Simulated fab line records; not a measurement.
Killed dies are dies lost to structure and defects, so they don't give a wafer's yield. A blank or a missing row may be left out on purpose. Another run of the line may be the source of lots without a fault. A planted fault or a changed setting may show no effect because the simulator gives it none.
fab line records	flow nand-harc	part 2 of 2: steps 27 to 39 of 39
record lots=5	wafers=15	last-day=33
route steps=1302 shown A_SIN_REMOVE@947 A_WL_FILL@952 A_CONTACT@983
lots that met no fault: from a run of the same line without faults
start-h: hours from the record's first day to the start of the lot's first wafer shown	wait-h: how many hours have passed since the lot's step before this one	" unchanged from the row above	L1.1+2: a single row standing in for several wafers	- either no value or no given start	* or withheld: withheld	< > ~ a bound
route shown NAME@n: NAME is a module with steps in the file, n the number in the route of the first one	usual: the fault-free wafers' mean and standard deviation	same: alike in all rows	chamber/n: place in a boat	sites: readings site by site	_std_site: the standard deviation of these	_edge_site: outer sites' mean less inner sites'	radius-mm: for every site, how far away it sits from the centre of the wafer	mask NAME#n: copy n	behind: the most recent tool/chamber to have shaped the wafer	hold: why the lot was held/for how many hours/how that ended	device: the n, p or np transistor that did not switch	end of line: tests of these same wafers at the route's end	a step with no rows: only its recipe	killed: at the first sort, the dies lost to defects and structure; wafer yield is something else	map: the dies of a wafer, with x for killed, . for not killed, _ for no die there
set.NAME: the setting as run; set.NAME@STEP: as run at that earlier step	model.NAME: the simulator's own value behind a step, which no gauge read
lots seen at some steps along the route; tables by step, rows by wafer
services: a tool's chamber out of use, with start hour (start-h, from the record's first day; less than 0 if before it), hours out, and reason
## steps
# step NHARC_A_WL_FILL_CVD_20
# recipe target-thk-a=1000	temp-c=400	pressure-torr=40	wf6-flow-sccm=40	h2-flow-sccm=1600	ar-flow-sccm=1560	time-s=74	material=W
# usual heater-power-w=869/47	throttle-valve-pct=7.85/0.3
lot.wafer	tool	chamber	start-h	wait-h	heater-power-w	since-wet-clean-h	throttle-valve-pct
L081.2	cvd-w-02	1	-	-	916	122	7.68
L081.4	"	0	"	"	851	-	7.63
L081.5	"	0	"	"	892	-	7.44
L078.2	cvd-w-01	1	-	-	838	22	8.19
L078.4	"	1	"	"	796	-	8.12
L078.6	"	1	"	"	807	-	8.34
L080.1	cvd-w-02	0	-	-	860	136	7.78
L080.3	"	1	"	"	975	-	7.67
L080.6	"	1	"	"	931	-	7.56
L089.1	cvd-w-01	1	-	-	818	67	8.26
L089.2	"	0	"	"	865	67	8.27
L089.3	"	0	"	"	855	-	7.92
L095.2	cvd-w-02	0	-	-	865	69	7.45
L095.4	"	1	"	"	923	-	7.72
L095.6	"	1	"	"	914	-	7.95
# step NHARC_A_WL_FILL_CMP_12
# recipe t-overpolish-s=30	target-thk-nm=100
# usual motor-current-A=11.7/1.3	overpolish-run-s=30.001/0.0084	time-to-endpoint-s=20.0/2.6
lot.wafer	tool	chamber	start-h	wait-h	motor-current-A	overpolish-run-s	time-to-endpoint-s
L081.4	cmp-03	3	585.42	0.1	9.2	29.995	19.8
L081.2	"	1	"	"	13.2	29.996	22.0
L081.5	"	3	"	"	9.4	29.997	22.1
L078.4	cmp-02	0	585.46	0.1	10.5	29.994	19.3
L078.2	"	1	"	"	11.4	29.999	22.1
L078.6	"	0	"	"	10.4	29.999	18.2
L080.3	cmp-04	1	599.67	0.1	11.6	30.009	18.0
L080.1	"	3	"	"	12.8	30.015	14.2
L080.6	"	0	"	"	10.8	29.998	17.4
L089.3	cmp-03	0	630.62	0.1	11.4	30.011	18.0
L089.2	"	1	"	"	12.9	30.014	18.9
L089.1	"	2	"	"	11.6	29.997	19.2
L095.4	cmp-04	2	713.47	0.1	12.2	30.004	20.5
L095.2	"	0	"	"	10.9	29.988	15.5
L095.6	"	2	"	"	12.0	30.000	19.4
# step NHARC_A_WL_FILL_SRD_31
lot.wafer	tool	chamber	start-h	wait-h
L081.4+5+2	wet-bench-06	7,0,1	585.76	0.1
L078.4+2+6	wet-bench-02	0,2,3	585.79	0.0
L080.1+6+3	wet-bench-03	4,5,6	599.97	0.1
L089.3+2+1	wet-bench-06	5,6,0	630.91	0.0
L095.6+4+2	wet-bench-02	4,6,1	713.76	0.0
# step NHARC_A_WL_FILL_INSPECT_15
# usual raw-defect-count=460/130
lot.wafer	tool	chamber	start-h	wait-h	raw-defect-count
L081.2	defect-inspect-02	-	585.89	0.0	519
L081.4	"	-	"	"	277
L081.5	"	-	"	"	359
L078.2	defect-inspect-02	-	585.95	0.0	324
L078.4	"	-	"	"	431
L078.6	"	-	"	"	414
L080.1	defect-inspect-01	-	600.12	0.0	363
L080.3	"	-	"	"	346
L080.6	"	-	"	"	409
L089.1	defect-inspect-02	-	631.05	0.0	411
L089.2	"	-	"	"	397
L089.3	"	-	"	"	392
L095.2	defect-inspect-02	-	713.93	0.0	470
L095.4	"	-	"	"	377
L095.6	"	-	"	"	425
# step NHARC_A_CONTACT_DEP_24
# recipe target-thk-a=5000	temp-c=400	pressure-torr=6.5	rf-w=900	teos-flow-sccm=161.4	flow-sccm=2650	target-thk-nm=500	gas=O2	material=SiO2
# usual flow-sccm=2650/8.2	heater-power-w=592/80	throttle-valve-pct=16.3/0.51
lot.wafer	tool	chamber	start-h	wait-h	flow-sccm	heater-power-w	since-wet-clean-h	throttle-valve-pct
L081.2	pecvd-03	2	586.02	0.1	2651	587	26	16.2
L081.5	"	2	"	"	2636	620	-	15.8
L081.4	"	0	"	"	2652	592	-	16.7
L078.2	pecvd-01	0	586.16	0.2	2650	706	81	16.3
L078.6	"	2	"	"	2645	486	-	15.7
L078.4	"	0	"	"	2663	729	-	16.3
L080.3	pecvd-04	2	600.19	0.1	2644	702	136	15.9
L080.1	"	0	"	"	2642	647	136	16.6
L080.6	"	1	"	"	2646	525	-	16.5
L089.3	pecvd-03	0	631.12	0.1	2650	602	71	16.7
L089.1	"	1	"	"	2641	610	71	15.0
L089.2	"	2	"	"	2644	559	71	16.3
L095.2	pecvd-04	0	714.12	0.2	2656	621	69	16.3
L095.6	"	2	"	"	2642	659	-	16.9
L095.4	"	0	"	"	2645	653	-	16.6
# step NHARC_A_CONTACT_DEP_28
# recipe target-thk-a=70000	temp-c=400	material=aC
# usual throttle-valve-pct=35.000/0.0093
lot.wafer	tool	chamber	start-h	wait-h	throttle-valve-pct
L081.2	acl-dep-02	0	587.99	1.5	35.008
L081.4	"	0	589.40	2.9	35.010
L081.5	"	0	"	"	35.012
L078.2	acl-dep-03	0	588.78	2.2	34.986
L078.4	"	0	590.19	3.6	34.991
L078.6	"	0	591.60	5.0	35.009
L080.1	acl-dep-01	0	603.54	2.8	35.009
L080.3	"	0	604.96	4.2	34.999
L080.6	"	0	607.08	6.3	35.006
L089.1	acl-dep-03	0	638.74	7.1	35.010
L089.2	"	0	"	"	34.988
L089.3	"	0	"	"	35.000
L095.2	acl-dep-02	0	718.50	4.0	34.988
L095.4	"	0	719.92	5.4	34.972
L095.6	"	0	721.34	6.8	34.995
# step NHARC_A_CONTACT_DEP_29
# recipe target-thk-a=1000	target-thk-nm=100	temp-c=400	pressure-torr=3.5	flow-sccm=200	rf-w=350	material=SiON
# usual heater-power-w=763/90
lot.wafer	tool	chamber	start-h	wait-h	heater-power-w	since-wet-clean-h
L081.2	pecvd-04	2	591.52	2.8	735	128
L081.5	"	2	"	"	755	-
L081.4	"	1	"	"	696	-
L078.2	pecvd-01	0	592.36	2.9	889	87
L078.6	"	0	"	"	758	-
L078.4	"	1	"	"	727	-
L080.1	pecvd-01	0	607.81	3.6	902	102
L080.3	"	2	"	"	639	102
L080.6	"	1	"	"	646	-
L089.3	pecvd-03	0	643.03	2.2	759	83
L089.1	"	1	"	"	831	83
L089.2	"	2	"	"	833	83
L095.2	pecvd-04	2	722.13	2.9	833	77
L095.6	"	1	"	"	664	-
L095.4	"	2	"	"	838	-
# step NHARC_A_CONTACT_DEHYDRATE_32
# recipe temp-c=150	time-s=120
lot.wafer	tool	chamber	start-h	wait-h
L081.2+4+5	litho-track-01	0	591.79	0.2
L078.2+4+6	litho-track-01	0	592.60	0.2
L080.1+3+6	litho-track-01	0	608.08	0.2
L089.1+2+3	litho-track-06	0	643.30	0.2
L095.2+4+6	litho-track-01	0	722.35	0.2
# step NHARC_A_CONTACT_HMDS_33
# recipe time-s=30
lot.wafer	tool	chamber	start-h	wait-h
L081.2+4+5	litho-track-01	0	-	-
L078.2+4+6	litho-track-01	0	-	-
L080.1+3+6	litho-track-01	0	-	-
L089.1+2+3	litho-track-06	0	-	-
L095.2+4+6	litho-track-01	0	-	-
# step NHARC_A_CONTACT_COAT_34
# recipe temp-c=260	time-s=75
lot.wafer	tool	chamber	start-h	wait-h
L081.2+4+5	litho-track-01	0	-	-
L078.2+4+6	litho-track-01	0	-	-
L080.1+3+6	litho-track-01	0	-	-
L089.1+2+3	litho-track-06	0	-	-
L095.2+4+6	litho-track-01	0	-	-
# step NHARC_A_CONTACT_COAT_35
# recipe temp-c=225	time-s=65
lot.wafer	tool	chamber	start-h	wait-h
L081.2+4+5	litho-track-01	0	-	-
L078.2+4+6	litho-track-01	0	-	-
L080.1+3+6	litho-track-01	0	-	-
L089.1+2+3	litho-track-06	0	-	-
L095.2+4+6	litho-track-01	0	-	-
# step NHARC_A_CONTACT_COAT_36
# recipe spin-rpm=1500	resist-thk-nm=90
lot.wafer	tool	chamber	start-h	wait-h
L081.2+4+5	litho-track-01	0	-	-
L078.2+4+6	litho-track-01	0	-	-
L080.1+3+6	litho-track-01	0	-	-
L089.1+2+3	litho-track-06	0	-	-
L095.2+4+6	litho-track-01	0	-	-
# step NHARC_A_CONTACT_SOFTBAKE_37
# recipe temp-c=105	time-s=55
lot.wafer	tool	chamber	start-h	wait-h
L081.2+4+5	litho-track-01	0	-	-
L078.2+4+6	litho-track-01	0	-	-
L080.1+3+6	litho-track-01	0	-	-
L089.1+2+3	litho-track-06	0	-	-
L095.2+4+6	litho-track-01	0	-	-
## services
tool	chamber	start-h	hours	kind
rie-metal-02	-	540.10	0.1	repair
wet-bench-06	-	545.61	8.0	pm
cvd-w-01	-	550.64	13.0	pm
pecvd-04	1	559.05	21.8	repair
wet-bench-03	-	562.42	8.0	pm
rie-diel-13	2	587.17	4.7	repair
cvd-w-02	1	590.24	4.5	repair
wet-bench-02	-	596.00	8.0	pm
wet-h3po4-02	-	598.41	8.0	pm
wet-bench-02	-	622.57	1.0	repair
wet-bench-01	-	629.60	8.0	pm
rie-metal-02	-	631.00	9.0	pm
cvd-w-02	-	631.07	13.0	pm
pecvd-04	-	631.94	13.0	pm
wet-bench-02	-	641.85	5.2	repair
wet-bench-02	-	653.90	0.5	repair
ald-hk-01	-	655.03	10.0	pm
litho-track-01	-	680.00	7.0	pm
ald-metal-01	1	689.02	14.9	repair
rie-diel-13	-	696.00	9.0	pm
rie-metal-03	-	696.18	9.0	pm
litho-track-06	-	704.00	7.0	pm
rie-metal-03	-	705.18	0.6	repair
wet-bench-06	-	721.61	8.0	pm
